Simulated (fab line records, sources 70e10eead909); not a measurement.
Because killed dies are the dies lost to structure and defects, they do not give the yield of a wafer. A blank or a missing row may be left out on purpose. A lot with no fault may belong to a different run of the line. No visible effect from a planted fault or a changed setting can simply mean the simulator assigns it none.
Comparing a struck lot with a sound one -- flow nand-harc -- 12 out of 1302 route steps
Sound: the wafers L379.1, L379.2, L379.4. The struck wafers were L397.1, L397.4, L397.6. The cause is named last.
For every step that has rows: the tool of each side, followed by ch and its chambers, followed by its first start. Under that, the readings that differ: sound wafers -- struck wafers -- difference of the means -- sigmas: that difference in standard deviations of wafers without a fault.
alike: readings with means less than 2 such deviations apart, plus words and numbers identical on both sides. not compared: withheld readings, readings lacking a value on some wafer, bounds such as >300 that could conceal the same value, and numbers that have no deviation in the record and whose values overlap.
A row with sigmas, a row that says differs or no value, or rows on one side alone: a step with any of these is where the two part. Non-overlapping numbers with no deviation appear without sigmas and do not part them. A reading that every wafer of one side lacks parts them only if that side has two wafers or more.

NHARC_A_SOURCE_PLATE_THK_MEAS_09: measures by ellipsometry.
  sound: film-metro-02 at day 7 02:01; struck: film-metro-02 at day 14 12:55
  alike: thk-nm
then, 3 steps without rows for these wafers: NHARC_A_SOURCE_PLATE_PVD_04 (deposits WSi2, target thk 50 nm); NHARC_A_SOURCE_PLATE_CVD_03 (deposits poly-Si, target thk 200 nm, time 4000 s); NHARC_A_SOURCE_PLATE_ANNEAL_05 (time 1800 s).
NHARC_A_SOURCE_PLATE_THK_MEAS_06: measures by ellipsometry.
  sound: film-metro-01 at day 7 14:43; struck: film-metro-01 at day 15 01:24
  alike: thk-nm
NHARC_A_SOURCE_PLATE_INSPECT_08:
  sound: defect-inspect-01 at day 7 14:48; struck: defect-inspect-01 at day 15 01:30
  alike: raw-defect-count
after that, 1 step with no rows for these wafers: NHARC_A_ONON_D1_DEP_00 (target thk 1000 nm).
NHARC_A_ONON_D1_THK_MEAS_02: measures by ellipsometry.
  sound: film-metro-01 at day 7 15:23; struck: film-metro-02 at day 15 02:05
  alike: thk-nm
after that, 1 step with no rows for these wafers: NHARC_A_ONON_D1_DEP_03 (target thk 1000 nm).
NHARC_A_ONON_D1_THK_MEAS_05: measures by ellipsometry.
  sound: film-metro-01 at day 7 15:57; struck: film-metro-02 at day 15 02:38
  alike: thk-nm
NHARC_A_ONON_D1_DEP_06: target thk 1000 nm.
  sound on pecvd-onon-02 ch 0, day 7 16:01; struck on pecvd-onon-04 ch 0, day 15 02:42
  alike: sih4-flow-sccm
NHARC_A_ONON_D1_THK_MEAS_08: measures by ellipsometry.
  sound: film-metro-01 at day 7 16:31; struck: film-metro-01 at day 15 03:23
reading,sound,struck,difference,sigmas
thk-nm (nm),995 997 997,881 883 884,-114,-9
  not compared: hold

## WHERE THEY PART
At NHARC_A_ONON_D1_THK_MEAS_08 and nowhere else, as far as this record goes.

WHY: the cause the simulator had injected
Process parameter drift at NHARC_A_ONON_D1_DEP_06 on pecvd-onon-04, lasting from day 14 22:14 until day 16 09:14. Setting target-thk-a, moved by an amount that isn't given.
